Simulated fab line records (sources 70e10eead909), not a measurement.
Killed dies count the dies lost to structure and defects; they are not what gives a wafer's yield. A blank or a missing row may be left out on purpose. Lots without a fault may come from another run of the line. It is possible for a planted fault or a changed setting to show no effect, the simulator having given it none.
Matching of chambers :: flow nand_harc :: NHARC_P_CONTACT_CMP_01 on cmp-04: 4 sister chambers
The step polishes SiO2, target thk 200 nm. 8 wafers are shown with their chamber, then 12 later ones without.

WAFERS, EACH WITH ITS CHAMBER
wafer: L082.1
chamber: 0
motor_current_A (A): 13.5

wafer: L083.1
chamber: 0
motor_current_A (A): 13.8

wafer: L085.1
chamber: 3
motor_current_A (A): 16.0

wafer: L085.2
chamber: 2
motor_current_A (A): 10.3

wafer: L085.3
chamber: 1
motor_current_A (A): 10.1

wafer: L087.2
chamber: 1
motor_current_A (A): 10.5

wafer: L087.5
chamber: 2
motor_current_A (A): 10.5

wafer: L087.6
chamber: 3
motor_current_A (A): 15.9

WAFERS WITH NO CHAMBER GIVEN
wafer: L089.1
motor_current_A (A): 10.2

wafer: L089.3
motor_current_A (A): 13.6

wafer: L089.5
motor_current_A (A): 9.7

wafer: L094.1
motor_current_A (A): 9.6

wafer: L094.3
motor_current_A (A): 10.3

wafer: L094.4
motor_current_A (A): 13.4

wafer: L096.1
motor_current_A (A): 10.0

wafer: L096.2
motor_current_A (A): 13.4

wafer: L096.6
motor_current_A (A): 15.7

wafer: L096.3
motor_current_A (A): 9.9

wafer: L096.4
motor_current_A (A): 16.0

wafer: L096.5
motor_current_A (A): 10.2

WHICH CHAMBER EACH WENT THROUGH
wafer: L089.1
from the rows above: can't be placed: 1 or 2
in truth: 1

wafer: L089.3
from the rows above: 0
in truth: 0

wafer: L089.5
from the rows above: can't be placed: 1 or 2
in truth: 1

wafer: L094.1
from the rows above: can't be placed: 1 or 2
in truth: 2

wafer: L094.3
from the rows above: can't be placed: 1 or 2
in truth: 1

wafer: L094.4
from the rows above: 0
in truth: 0

wafer: L096.1
from the rows above: can't be placed: 1 or 2
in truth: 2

wafer: L096.2
from the rows above: 0
in truth: 0

wafer: L096.6
from the rows above: 3
in truth: 3

wafer: L096.3
from the rows above: can't be placed: 1 or 2
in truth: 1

wafer: L096.4
from the rows above: 3
in truth: 3

wafer: L096.5
from the rows above: can't be placed: 1 or 2
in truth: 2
Correct placement for 5 of the 12. These rows do not allow placing 7 (true chamber among the candidates in 7). Number placed wrongly: 0.
How it was worked out, from the rows above alone: a wafer's distance from a chamber is the root of the sum, over the readings, of the square of ((its reading less the chamber's mean) divided by the reading's scatter). The wafer belongs to the nearest chamber; if the next one is less than 2 further off, it can't be placed. For every chamber, the mean is computed from those of its wafers that are shown. The scatter: the root of (the sum of the squares of (reading less its chamber's mean) over the shown wafers, divided by (wafers less chambers)).
